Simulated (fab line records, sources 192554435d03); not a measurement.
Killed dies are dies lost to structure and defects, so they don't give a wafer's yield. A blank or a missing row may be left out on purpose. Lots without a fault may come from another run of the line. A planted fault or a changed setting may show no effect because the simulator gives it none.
A struck lot beside a sound one | flow n5_finfet | 24 steps out of a route of 1938
Sound: wafers L158.3, L158.4, L158.5. Struck: wafers L168.1, L168.4, L168.5. The cause comes at the end.
At each step with rows: each side's tool, then ch and its chambers, then its first start. Under that, the readings that differ: sound wafers | struck wafers | difference of the means | sigmas: that difference in standard deviations of wafers without a fault.
alike: readings whose means differ by less than 2 such deviations, and words and numbers that are the same on both sides. not compared: withheld readings, readings that some wafer has no value for, bounds like >300 that may hide the same value, and numbers for which the record gives no deviation and whose values overlap.
The two part at a step that has a row with sigmas, a row that says differs or no value, or rows on one side only. Numbers that don't overlap but have no deviation are shown without sigmas and don't part them. A reading that every wafer of one side lacks parts them only if that side has two wafers or more.

first, 9 steps without rows for these wafers: N5_GATE_CUT_VAPOR_ETCH_51 (etches HfO2 in BCl3/Cl2); N5_GATE_CUT_STRIP_21 (strips in N2/H2, time 30 s); N5_GATE_CUT_STRIP_29 (strips in post etch residue remover, time 60 s); N5_GATE_CUT_SRD_52 (time 30 s); N5_GATE_CUT_ALD_22 (deposits SiNx, target thk 16 nm, pulse time 1 s, ald cycles 320); N5_GATE_CUT_CMP_23 (polishes, stops on SiO2, t overpolish 23.4 s, target thk 16 nm); N5_GATE_CUT_CMP_43 (polishes SiO2); N5_GATE_CUT_CMP_61 (polishes, stops on SiNx, t overpolish 3 s); N5_MOL_CONTACT_COAG_COAT_103 (time 60 s, resist thk 80 nm).
N5_MOL_CONTACT_COAG_COAT_104: time 60 s, resist thk 12 nm.
  sound on litho_track-05 ch 0, day 4 16:14; struck on litho_track-05 ch 0, day 7 00:37
  reading              | sound                | struck               | difference | sigmas
  spin_speed_rpm (rpm) | 1498.6 1501.2 1499.3 | 1431.6 1432.6 1433.2 | -67.2      | -56
  alike: exhaust_pa
then, 9 steps without rows for these wafers: N5_MOL_CONTACT_COAG_COAT_58 (time 60 s, resist thk 10 nm); N5_MOL_CONTACT_COAG_COAT_02 (resist thk 30 nm); N5_MOL_CONTACT_COAG_EBR_04; N5_MOL_CONTACT_COAG_SOFTBAKE_03 (time 60 s); N5_MOL_CONTACT_COAG_EXPOSE_05 (exposes mask CA, defocus 0 nm); N5_MOL_CONTACT_COAG_PEB_06 (peb time 60 s); N5_MOL_CONTACT_COAG_DEVELOP_07 (develop time 30 s); N5_MOL_CONTACT_COAG_DESCUM_13 (chemistry O2, time 7 s); N5_MOL_CONTACT_COAG_ETCH_59 (etches underlayer in N2/H2, target depth 13 nm, time 10.4 s).
N5_MOL_CONTACT_COAG_ETCH_105: etches SiARC in CF4, target depth 15.6 nm, time 26 s.
  sound on rie_diel-06 ch 0,2, day 4 17:02; struck on rie_diel-05 ch 1,2, day 7 01:03
  reading                  | sound             | struck            | difference | sigmas
  model.etch.depth_nm (nm) | 11.98 12.02 11.99 | 12.26 12.24 12.23 | +0.25      |
  alike: chamber_pressure_mTorr, drypump_motor_current_A, etch_rf_on_time_s, oes_product_au, rf_vpp_V, showerhead_plenum_p_Torr, throttle_valve_pct
  not compared: rf_hours_counter_h
N5_MOL_CONTACT_COAG_ETCH_106: etches SOC in N2/H2, target depth 80 nm, overetch 16 nm, time 120 s.
  sound on rie_diel-06 ch 0,2, day 4 17:04; struck on rie_diel-05 ch 1,2, day 7 01:05
  reading                                              | sound             | struck            | difference | sigmas
  h2_flow_sccm (sccm)                                  | 199.3 198.1 199.8 | 200.6 200.0 200.9 | +1.4       | +3
  model.SiARC_of_MOL_CONTACT_COAG_COAT_104.thk_nm (nm) | 6.4 6.4 6.4       | 6.6 6.6 6.6       | +0.2       |
  alike: chamber_pressure_mTorr, drypump_motor_current_A, oes_product_au, rf_vpp_V, showerhead_plenum_p_Torr, throttle_valve_pct
  not compared: rf_hours_counter_h
then, 1 step without rows for these wafers: N5_MOL_CONTACT_COAG_STRIP_107 (strips in N2/H2).
-- the record jumps here: 3 days lie between the struck wafers' starts before and after (it left off in module MOL_CONTACT_COAG and takes up again in module BEOL_M4, whose first step shown is number 1111 of the route) --
N5_BEOL_M4_RC_MEAS_101:
  sound on prober-01 ch 0, day 8 00:11; struck on prober-01 ch 0, day 10 04:43
  reading       | sound          | struck         | difference | sigmas
  DIBL_N (mV/V) | 39.2 39.8 37.8 | 35.5 36.4 35.0 | -3.3       | -3
  SS_N (mV/dec) | 72.4 72.7 71.9 | 71.0 71.6 70.8 | -1.2       | -2
  SS_P (mV/dec) | 74.0 74.7 73.5 | 72.4 73.0 72.0 | -1.6       | -3
  alike: DIBL_P, IOFF_N, IOFF_P, ION_N, ION_P, VT_N, VT_P
-- the record jumps here: 5 days lie between the struck wafers' starts before and after (it left off in module BEOL_M4 and takes up again in module PASSIVATION, whose first step shown is number 1936 of the route) --
N5_PASSIVATION_PROBE_49:
  sound on prober-02, day 12 03:53; struck on prober-02, day 15 00:08
  reading                 | sound       | struck      | difference | sigmas
  killed_at_front_end     | 29 45 25    | 66 57 57    | +27        | +2
  killed_short            | 23 22 27    | 44 42 42    | +19        | +2
  sort_bin_5_function (%) | 4.5 4.4 3.4 | 5.9 4.8 6.8 | +1.7       | +2
  alike: defect_limited_yield, killed_at_M0_to_M3, killed_at_M4_up, killed_at_contacts, killed_at_other, killed_dies, killed_open, sort_bin_6_memory, sort_n_pass, sort_yield_pct

WHERE THEY PART
First at N5_MOL_CONTACT_COAG_COAT_104; last, within this record, at N5_PASSIVATION_PROBE_49.

WHY: what the simulator had put in
Process parameter drift: litho_track-05, from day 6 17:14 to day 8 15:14, at N5_MOL_CONTACT_COAG_COAT_104. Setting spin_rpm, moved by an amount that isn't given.
